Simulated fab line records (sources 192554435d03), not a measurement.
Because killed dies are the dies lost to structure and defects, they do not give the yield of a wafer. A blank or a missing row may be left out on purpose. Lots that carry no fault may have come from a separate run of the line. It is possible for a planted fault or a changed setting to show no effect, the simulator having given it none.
Lot-split experiment	flow n5 finfet	on a route of 1938 steps: 7 lots, 21 wafers read

== ABOUT THE SPLIT ==
At N5_BEOL_M4_COAT_67 (time 60 s, resist thk 60 nm), the setting spin rpm was moved away from the recipe's 1500 rpm on 8 of the 21 wafers read, by -10.1% to +7.7%. The other wafers ran this setting at the recipe's value.

== FROM THE SPLIT TO THE READING: what the file shows between them, 4 steps ==
- N5_BEOL_M4_COAT_68: time 60 s, resist thk 12 nm
- N5_BEOL_M4_COAT_76: time 60 s, resist thk 5 nm
- N5_BEOL_M4_ALD_98: deposits SiO2, target thk 2.5 nm, pulse time 1 s, co reactant pulse time 1 s
- N5_BEOL_M4_ETCHBACK_99: etches SiO2 in CHF3, target depth 5 nm, time 10.4 s

== THE READING ==
etch.depth nm (the simulator's own value, which no gauge read), in nm, at N5_BEOL_M4_ETCH_70 (etches SOC in N2/H2, target depth 80 nm, overetch 24 nm, time 130 s). The file does not state a usual value for it. The 13 wafers here that ran the recipe average 59.98 nm, standard deviation 0.13 nm.

wafer	tool, chamber at the split	spin rpm as run, rpm	against the recipe	etch.depth nm, nm	against lot-mates on the recipe
L074.1	litho track-05, 0	1500	recipe	60	-
L074.2	litho track-05, 0	1357	-9.5%	63.03	+3.01
L074.6	litho track-05, 0	1500	recipe	60.04	-
L075.1	litho track-05, 0	1500	recipe	60.04	-
L075.2	litho track-05, 0	1500	recipe	60.08	-
L075.3	litho track-05, 0	1500	recipe	59.8	-
L082.2	litho track-04, 0	1500	recipe	60.04	-
L082.3	litho track-04, 0	1357	-9.5%	62.94	+2.94
L082.5	litho track-04, 0	1500	recipe	59.97	-
L087.1	litho track-05, 0	1500	recipe	59.91	-
L087.2	litho track-05, 0	1500	recipe	59.73	-
L087.5	litho track-05, 0	1349	-10.1%	63.04	+3.22
L084.2	litho track-05, 0	1500	recipe	59.87	-
L084.3	litho track-05, 0	1416	-5.6%	61.7	+1.83
L084.6	litho track-05, 0	1416	-5.6%	61.72	+1.85
L085.1	litho track-04, 0	1616	+7.7%	57.84	-2.42
L085.4	litho track-04, 0	1500	recipe	60.26	-
L085.6	litho track-04, 0	1616	+7.7%	57.91	-2.35
L097.1	litho track-04, 0	1359	-9.4%	63.13	+3.13
L097.2	litho track-04, 0	1500	recipe	60.09	-
L097.5	litho track-04, 0	1500	recipe	59.9	-

FIT RESULTS
A straight line over all 21 wafers: etch.depth nm changes by -0.303 nm for each +1% of spin rpm; r = -1.00; the points scatter about the line by 0.15 nm.
The same after taking each lot's own level away (the mean of its wafers on the recipe; 21 wafers): -0.317 nm for each +1%; r = -1.00; scatter 0.083 nm.
The reading moves by 3.2 nm for the largest change in spin rpm, on that fit.
The lots' own levels span 59.820 to 60.260 nm, that is 3.3 times the standard deviation above.
Hence the lot-to-lot level has little effect on the slope; both slopes agree.
Check: +3.2 nm against its lot-mates is what the line predicts for one of the wafers moved furthest among these (-10.1%) when that wafer is left out of the fit. It came out at +3.22 nm against them.

== THE OTHER SPLITS THESE WAFERS WENT THROUGH ==
Other splits were also applied to these wafers ahead of the reading. Each is held against what the fit with the lots' levels taken away leaves over:
other split on the same wafers	wafers away from the commonest value	r with etch.depth nm (lot level and that fit taken away)
N5_BEOL_M4_ETCH_64 bias w	12	+0.19

== THE WHOLE CHAIN: every reading that the file lists as answering this split, in the file's order ==
step	what it does	reading	change (the file's fit)	r (the file's)
N5_BEOL_M4_COAT_67	time 60 s, resist thk 60 nm	SOC_of_BEOL_M4_COAT_67.thk nm (the simulator's own value, which no gauge read)	-0.32 nm for each +1% of the setting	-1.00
N5_BEOL_M4_ETCH_70	etches SOC in N2/H2, target depth 80 nm, overetch 24 nm, time 130 s	etch.depth nm (the simulator's own value, which no gauge read)	-0.318 nm for each +1% of the setting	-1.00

== FILE'S OWN FIT ==
etch.depth nm changes by -0.318 nm for each +1% of spin rpm, r = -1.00.
